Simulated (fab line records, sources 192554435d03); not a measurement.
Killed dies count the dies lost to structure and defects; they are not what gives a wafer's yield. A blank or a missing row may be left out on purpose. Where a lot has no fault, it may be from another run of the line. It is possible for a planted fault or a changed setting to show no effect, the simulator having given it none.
Lot-split experiment | flow n5 finfet | on a route of 1938 steps: 7 lots, 21 wafers read

## ABOUT THE SPLIT
At N5_BEOL_M0_SAQP_ETCH_106 (etches SOC in N2/H2, stops on SiNx, target depth 150 nm), the setting target depth a was moved away from the recipe's 1500 angstrom on 4 of the 21 wafers read, by -10.7% to -4.3%. All remaining wafers had this setting at the recipe value.

Split to reading: the file shows no intervening step.

## THE READING
SOC_of_BEOL_M0_SAQP_COAT_105.thk nm (the simulator's own value, which no gauge read), in nm, at N5_BEOL_M0_SAQP_ETCH_107 (etches SiNx in CH3F/O2, target depth 30 nm). No usual value for it is given in the file. The 17 wafers here that ran the recipe average 12.6 nm, standard deviation 1.2 nm.

wafer  | tool, chamber at the split | target depth a as run, angstrom | against the recipe | SOC_of_BEOL_M0_SAQP_COAT_105.thk nm, nm | against lot-mates on the recipe
L076.1 | rie diel-03, 1             | 1500                            | recipe             | 13                                      | -
L076.2 | rie diel-03, 2             | 1500                            | recipe             | 11                                      | -
L076.3 | rie diel-03, 3             | 1415                            | -5.7%              | 16.8                                    | +4.8
L077.1 | rie diel-04, 1,0           | 1500                            | recipe             | 13.2                                    | -
L077.4 | rie diel-04, 1,0           | 1500                            | recipe             | 13                                      | -
L077.6 | rie diel-04, 0             | 1500                            | recipe             | 12.8                                    | -
L080.2 | rie diel-05, 0             | 1500                            | recipe             | 11.6                                    | -
L080.3 | rie diel-05, 2             | 1435                            | -4.3%              | 13.4                                    | +0.9
L080.5 | rie diel-05, 3             | 1500                            | recipe             | 13.4                                    | -
L083.2 | rie diel-04, 0             | 1500                            | recipe             | 13.4                                    | -
L083.4 | rie diel-04, 2             | 1500                            | recipe             | 12.8                                    | -
L083.6 | rie diel-04, 0             | 1500                            | recipe             | 13.2                                    | -
L084.2 | rie diel-05, 2             | 1500                            | recipe             | 11.4                                    | -
L084.4 | rie diel-05, 3             | 1500                            | recipe             | 13                                      | -
L084.6 | rie diel-05, 2             | 1349                            | -10.1%             | 19.8                                    | +7.6
L093.1 | rie diel-05, 0             | 1340                            | -10.7%             | 22.6                                    | +9.3
L093.2 | rie diel-05, 3             | 1500                            | recipe             | 14.8                                    | -
L093.4 | rie diel-05, 2             | 1500                            | recipe             | 11.8                                    | -
L094.2 | rie diel-05, 2             | 1500                            | recipe             | 11                                      | -
L094.3 | rie diel-05, 1             | 1500                            | recipe             | 10.4                                    | -
L094.4 | rie diel-05, 3             | 1500                            | recipe             | 14.2                                    | -
When a row names more than one chamber, that row covers several wafers, and the file does not tell which wafer ran in which chamber.

FIT RESULTS
A straight line over all 21 wafers: SOC_of_BEOL_M0_SAQP_COAT_105.thk nm changes by -0.788 nm for each +1% of target depth a; r = -0.90; the points scatter about the line by 1.3 nm.
The same after taking each lot's own level away (the mean of its wafers on the recipe; 21 wafers): -0.786 nm for each +1%; r = -0.92; scatter 1.2 nm.
The reading moves by 8.4 nm for the largest change in target depth a, on that fit.
The lots' own levels span 11.87 to 13.30 nm, that is 1.2 times the standard deviation above.
Consequently the slope shifts little with the lot-to-lot level, the two slopes agreeing.
Check: for one of the wafers moved furthest among these (-10.7%), held out of the fit, the line's prediction against its lot-mates is +7.56 nm. It came out at +9.3 nm against them.

## ADDITIONAL SPLITS CARRIED BY THESE WAFERS
Before the reading, these wafers also passed through other splits. Each is held against what the fit with the lots' levels taken away leaves over:
other split on the same wafers            | wafers away from the commonest value | r with SOC_of_BEOL_M0_SAQP_COAT_105.thk nm (lot level and that fit taken away)
N5_HKMG_FIN_ETCH_58 source w              | 4                                    | -0.09
N5_GATE_CUT_EXPOSE_10 dose mj             | 8                                    | -0.09
N5_GATE_CUT_DESCUM_18 time s              | 5                                    | +0.17
N5_BEOL_M0_SAQP_COAT_82 spin rpm          | 8                                    | +0.09
N5_BEOL_M0_SAQP_DEVELOP_13 develop time s | 9                                    | +0.01

## THE WHOLE CHAIN: every reading that the file lists as answering this split, in the file's order
step                     | what it does                                            | reading                                                                              | change (the file's fit)               | r (the file's)
N5_BEOL_M0_SAQP_ETCH_106 | etches SOC in N2/H2, stops on SiNx, target depth 150 nm | SOC_of_BEOL_M0_SAQP_COAT_105.thk nm (the simulator's own value, which no gauge read) | -0.786 nm for each +1% of the setting | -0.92
N5_BEOL_M0_SAQP_ETCH_107 | etches SiNx in CH3F/O2, target depth 30 nm              | SOC_of_BEOL_M0_SAQP_COAT_105.thk nm (the simulator's own value, which no gauge read) | -0.777 nm for each +1% of the setting | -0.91

## THE FILE'S OWN FIT
SOC_of_BEOL_M0_SAQP_COAT_105.thk nm changes by -0.777 nm for each +1% of target depth a, r = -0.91.
